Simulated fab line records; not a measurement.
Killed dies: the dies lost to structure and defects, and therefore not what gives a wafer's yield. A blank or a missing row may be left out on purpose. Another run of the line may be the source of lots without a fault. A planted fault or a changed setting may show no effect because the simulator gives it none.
fab line records	flow nand_harc	part 2 of 2: steps 5 to 6 of 6
record: lots: 22	wafers: 66	last_day: 34
route steps=1302 shown A_STAIRCASE@707
lots that met no fault: from a run of the same line without faults
start_h: hours from the record's first day to the start of the lot's first wafer shown	wait_h: hours since the lot's step before	" same as the row above	L1.1+2: a single row standing in for several wafers	- either no value or no given start	* or withheld: withheld	< > ~ a bound
route shown NAME@n: a module of which the file shows steps, and the number in the route of the first	usual: average and standard deviation across the fault-free wafers	same: alike in all rows	chamber/n: place in a boat	sites: per-site readings	_std_site: standard deviation of those values	_edge_site: mean of outer sites minus mean of inner sites	radius_mm: for every site, how far away it sits from the centre of the wafer	mask NAME#n: copy n	behind: the most recent tool/chamber to have shaped the wafer	hold: what put the lot on hold/how long, in hours/how the hold closed	device: which transistor (n, p or np) failed to switch	end of line: the tests these same wafers got at the end of their route	a step given without rows: its recipe and nothing more	killed: dies that structure and defects cost at the first sort, which is not the same as the wafer's yield	map: shows each die of a wafer: x if killed, . if not, _ if none is there
set.NAME: setting as actually run; set.NAME@STEP: the setting as run at that earlier step	model.NAME: the simulator's own value behind a step, which no gauge read
route steps across a sampled set of lots; one table per step, one row per wafer
services: when a tool's chamber went out of use (start_h, in hours from the record's first day, below 0 if earlier), for how many hours, and the reason
== steps ==
step: NHARC_A_STAIRCASE_ETCH_230
recipe: target_depth_a: 1000	time_s: 40.5	ion_energy_ev: 400	c4f8_flow_sccm: 20	o2_flow_sccm: 10	ar_flow_sccm: withheld	rf_w: 600	bias_w: 1000	chemistry: C4F8/O2
usual: oes_product_au: 0.949/0.018	rf_fwd_power_W: 592.9/2.7	rf_vpp_V: 896/6.4
lot.wafer	tool	chamber	start_h	wait_h	oes_product_au	rf_fwd_power_W	rf_hours_counter_h	rf_vpp_V
L074.1	rie_diel-07	3	-	-	0.953	590.3	16	902
L074.6	"	2	"	"	0.950	591.7	-	899
L074.5	"	3	"	"	0.951	591.7	-	903
L075.2	rie_diel-03	1	-	-	0.936	595.4	21	900
L075.1	"	3	"	"	0.953	592.0	22	896
L075.6	"	2	"	"	0.935	593.4	-	888
L076.2	rie_diel-03	0	-	-	0.953	593.9	25	894
L076.4	"	1	"	"	0.947	596.3	-	899
L076.5	"	3	"	"	0.949	589.1	-	895
L077.1	rie_diel-01	0	-	-	0.933	595.8	3	903
L077.3	"	1	"	"	0.945	593.9	3	896
L077.6	"	0	"	"	0.947	594.4	-	902
L078.3	rie_diel-07	0	-	-	0.939	592.5	29	904
L078.4	"	1	"	"	0.942	594.7	32	885
L078.6	"	0	"	"	0.940	593.9	-	904
L080.4	rie_diel-07	1	-	-	0.938	594.4	34	887
L080.3	"	2	"	"	0.962	591.3	34	900
L080.5	"	0	"	"	0.944	592.7	-	905
L079.2	rie_diel-07	1	-	-	0.937	595.7	36	887
L079.4	"	2	"	"	0.956	590.2	37	899
L079.6	"	1	"	"	0.942	596.4	-	887
L081.1	rie_diel-07	3	-	-	0.937	593.1	39	902
L081.2	"	0	"	"	0.924	596.3	37	905
L081.6	"	1	"	"	0.922	595.5	-	887
L082.1	rie_diel-03	3	-	-	0.964	594.1	46	895
L082.2	"	1	"	"	0.957	597.9	50	899
L082.6	"	0	"	"	0.951	584.9	-	893
L083.3	rie_diel-01	3	-	-	0.920	594.8	24	889
L083.4	"	2	"	"	0.937	591.2	26	888
L083.5	"	0	"	"	0.945	597.9	-	902
L085.2	rie_diel-03	1	-	-	0.984	597.7	6	901
L085.5	"	2	"	"	0.957	592.3	-	907
L085.6	"	3	"	"	1.001	591.0	-	893
L084.2	rie_diel-01	2	-	-	0.951	592.2	32	885
L084.3	"	1	"	"	0.943	591.4	29	893
L084.5	"	2	"	"	0.931	593.7	-	889
L086.4	rie_diel-01	2	-	-	0.925	594.0	35	887
L086.3	"	1	"	"	0.946	597.3	31	892
L086.5	"	2	"	"	0.947	590.7	-	888
L088.2	rie_diel-03	3	-	-	0.983	592.7	9	895
L088.3	"	1	"	"	0.963	594.0	8	899
L088.5	"	3	"	"	0.983	593.1	-	893
L087.1	rie_diel-01	0	-	-	0.958	598.9	37	903
L087.2	"	2	"	"	0.977	592.7	41	887
L087.5	"	1	"	"	0.972	593.1	-	894
L089.2	rie_diel-07	3	-	-	0.979	594.4	9	903
L089.4	"	1	"	"	0.961	594.2	9	887
L089.6	"	0	"	"	0.954	592.5	-	903
L093.1	rie_diel-01	1	-	-	0.977	593.0	54	893
L093.3	"	2	"	"	0.963	591.0	58	887
L093.6	"	1	"	"	0.984	595.5	-	895
L092.1	rie_diel-07	0	-	-	0.927	593.5	27	904
L092.3	"	2	"	"	0.939	591.2	29	898
L092.6	"	2	"	"	0.946	590.4	-	898
L094.4	rie_diel-07	2	-	-	0.918	589.6	32	899
L094.1	"	0	"	"	0.905	594.9	30	902
L094.5	"	3	"	"	0.935	591.1	-	902
L095.1	rie_diel-07	1	-	-	0.954	595.6	30	886
L095.3	"	2	"	"	0.956	594.2	36	899
L095.6	"	0	"	"	0.935	595.0	-	904
L096.2	rie_diel-03	0	-	-	0.928	588.9	41	891
L096.4	"	1	"	"	0.958	598.0	38	898
L096.6	"	2	"	"	0.941	593.7	-	905
L097.1	rie_diel-03	1	-	-	0.961	595.2	40	898
L097.3	"	2	"	"	0.941	593.4	47	905
L097.5	"	1	"	"	0.968	594.6	-	899
step: NHARC_A_STAIRCASE_DESCUM_252
recipe: time_s: 3	o2_flow_sccm: 200	ar_flow_sccm: 0	bias_power_w: 0	chemistry: O2
usual: drypump_motor_current_A: 5.7/0.53	oes_product_au: 1.005/0.012	rf_vpp_V: 57.8/0.91	showerhead_plenum_p_Torr: 1.91/0.093	throttle_valve_pct: 11.312/0.0096
lot.wafer	tool	chamber	start_h	wait_h	drypump_motor_current_A	oes_product_au	rf_hours_counter_h	rf_vpp_V	showerhead_plenum_p_Torr	throttle_valve_pct
L074.1	rie_diel-03	1	356.49	-	6.3	1.000	18	58.1	1.98	11.306
L074.6	"	3	"	"	5.8	1.012	-	59.1	1.90	11.314
L074.5	"	0	"	"	4.8	1.000	-	59.2	1.89	11.309
L075.1	rie_diel-03	0	376.02	-	4.8	1.007	21	57.0	1.89	11.315
L075.2	"	1	"	"	6.3	1.001	22	58.8	1.98	11.321
L075.6	"	1	"	"	6.3	0.990	-	56.9	1.98	11.306
L076.2	rie_diel-07	1	385.86	-	5.5	0.988	26	56.1	1.78	11.322
L076.4	"	1	"	"	5.5	0.987	-	59.4	1.78	11.302
L076.5	"	0	"	"	5.9	1.003	-	59.0	2.05	11.318
L077.3	rie_diel-07	0	404.08	-	5.9	1.005	27	59.0	2.05	11.312
L077.1	"	1	"	"	5.4	1.000	30	57.3	1.78	11.312
L077.6	"	0	"	"	5.9	1.003	-	57.8	2.04	11.307
L078.4	rie_diel-07	2	413.18	-	5.9	1.028	33	58.1	1.98	11.316
L078.3	"	3	"	"	5.8	1.020	31	58.5	2.02	11.309
L078.6	"	3	"	"	5.8	1.030	-	56.9	2.02	11.296
L080.4	rie_diel-03	2	419.61	-	6.2	1.008	34	58.1	1.77	11.323
L080.3	"	3	"	"	5.8	1.027	38	59.4	1.89	11.310
L080.5	"	3	"	"	5.8	1.024	-	59.0	1.89	11.315
L079.2	rie_diel-03	1	426.02	-	6.3	1.000	43	57.5	1.97	11.312
L079.4	"	2	"	"	6.2	1.006	36	58.4	1.77	11.311
L079.6	"	1	"	"	6.3	1.005	-	58.1	1.97	11.303
L081.1	rie_diel-03	1	440.32	-	6.3	1.006	45	57.7	1.97	11.316
L081.2	"	3	"	"	5.9	1.020	43	58.8	1.89	11.324
L081.6	"	2	"	"	6.2	1.005	-	56.7	1.77	11.321
L082.1	rie_diel-03	2	451.47	-	6.2	1.001	44	58.1	1.76	11.295
L082.2	"	0	"	"	4.8	1.012	46	59.2	1.88	11.307
L082.6	"	2	"	"	6.2	1.011	-	55.6	1.76	11.310
L083.3	rie_diel-03	0	467.94	-	4.8	0.991	0	57.5	1.88	11.319
L083.4	"	0	"	"	4.8	0.987	-	57.7	1.88	11.314
L083.5	"	1	"	"	6.3	0.998	-	58.7	1.97	11.318
L085.2	rie_diel-01	2	478.83	-	5.4	1.004	33	58.1	1.78	11.332
L085.5	"	3	"	"	4.9	0.996	-	58.0	1.81	11.309
L085.6	"	0	"	"	5.1	0.996	-	57.8	2.03	11.308
L084.2	rie_diel-01	1	480.74	-	6.0	1.006	31	58.0	1.88	11.330
L084.3	"	0	"	"	5.1	0.997	31	56.7	2.03	11.300
L084.5	"	1	"	"	6.0	1.006	-	58.5	1.88	11.323
L086.4	rie_diel-01	1	486.95	-	6.1	1.016	34	57.2	1.88	11.305
L086.3	"	0	"	"	5.1	1.001	33	58.7	2.03	11.323
L086.5	"	2	"	"	5.4	1.004	-	57.7	1.78	11.321
L088.3	rie_diel-01	2	498.30	-	5.4	1.014	41	56.9	1.78	11.311
L088.2	"	0	"	"	5.1	0.990	37	60.4	2.02	11.300
L088.5	"	2	"	"	5.4	1.009	-	57.6	1.78	11.315
L087.1	rie_diel-03	3	499.54	-	5.8	1.034	10	59.8	1.89	11.292
L087.2	"	1	"	"	6.3	1.013	10	58.7	1.97	11.303
L087.5	"	3	"	"	5.8	1.033	-	57.4	1.88	11.331
L089.2	rie_diel-03	1	504.63	-	6.3	0.999	11	58.5	1.97	11.309
L089.4	"	2	"	"	6.2	0.984	14	58.4	2.07	11.309
L089.6	"	0	"	"	4.9	1.004	-	55.9	1.87	11.310
L093.1	rie_diel-01	2	550.67	-	5.4	0.992	59	58.0	1.77	11.323
L093.3	"	3	"	"	4.9	1.002	55	57.9	1.81	11.318
L093.6	"	2	"	"	5.4	0.986	-	57.9	1.77	11.319
L092.1	rie_diel-01	2	551.61	-	5.4	0.999	59	57.3	1.77	11.314
L092.3	"	1	"	"	6.0	1.005	55	56.7	1.87	11.312
L092.6	"	2	"	"	5.4	0.993	-	57.1	1.77	11.309
L094.1	rie_diel-03	3	562.28	-	5.8	1.029	31	59.2	1.88	11.305
L094.4	"	0	"	"	4.8	1.004	30	58.1	1.87	11.315
L094.5	"	1	"	"	6.3	1.015	-	57.5	1.96	11.296
L095.3	rie_diel-07	2	572.25	-	5.9	1.013	36	58.5	1.96	11.307
L095.1	"	3	"	"	5.8	1.009	35	58.4	2.01	11.314
L095.6	"	3	"	"	5.8	1.018	-	58.1	2.01	11.291
L096.2	rie_diel-03	1	594.95	-	6.3	1.010	39	57.6	1.96	11.294
L096.4	"	2	"	"	6.2	0.994	45	57.5	2.06	11.319
L096.6	"	1	"	"	6.3	1.025	-	57.6	1.96	11.307
L097.1	rie_diel-03	1	604.43	-	6.3	1.004	41	56.9	1.95	11.291
L097.3	"	2	"	"	6.2	0.993	47	57.9	2.06	11.322
L097.5	"	0	"	"	4.8	1.001	-	58.0	1.86	11.315
== services ==
tool	chamber	start_h	hours	kind
rie_diel-03	0	339.42	-	clean
rie_diel-03	1	339.42	-	clean
rie_diel-03	2	339.42	-	clean
rie_diel-03	3	339.42	-	clean
rie_diel-01	0	358.28	6.1	repair
rie_diel-03	0	363.92	-	clean
rie_diel-03	1	363.92	-	clean
rie_diel-03	2	363.92	-	clean
rie_diel-03	3	363.92	-	clean
rie_diel-07	-	372.59	1.2	repair
rie_diel-03	2	375.34	13.8	repair
rie_diel-01	-	381.53	9.0	pm
rie_diel-07	3	384.62	2.5	repair
rie_diel-03	0	388.42	-	clean
rie_diel-03	1	388.42	-	clean
rie_diel-01	3	410.09	2.7	repair
rie_diel-01	0	414.14	6.5	repair
rie_diel-03	3	455.41	17.4	repair
rie_diel-03	-	458.34	9.0	pm
rie_diel-07	-	472.85	9.0	pm
rie_diel-03	1	476.61	8.3	repair
rie_diel-07	1	533.96	17.1	repair
rie_diel-01	-	558.53	9.0	pm
rie_diel-07	3	592.66	15.5	repair
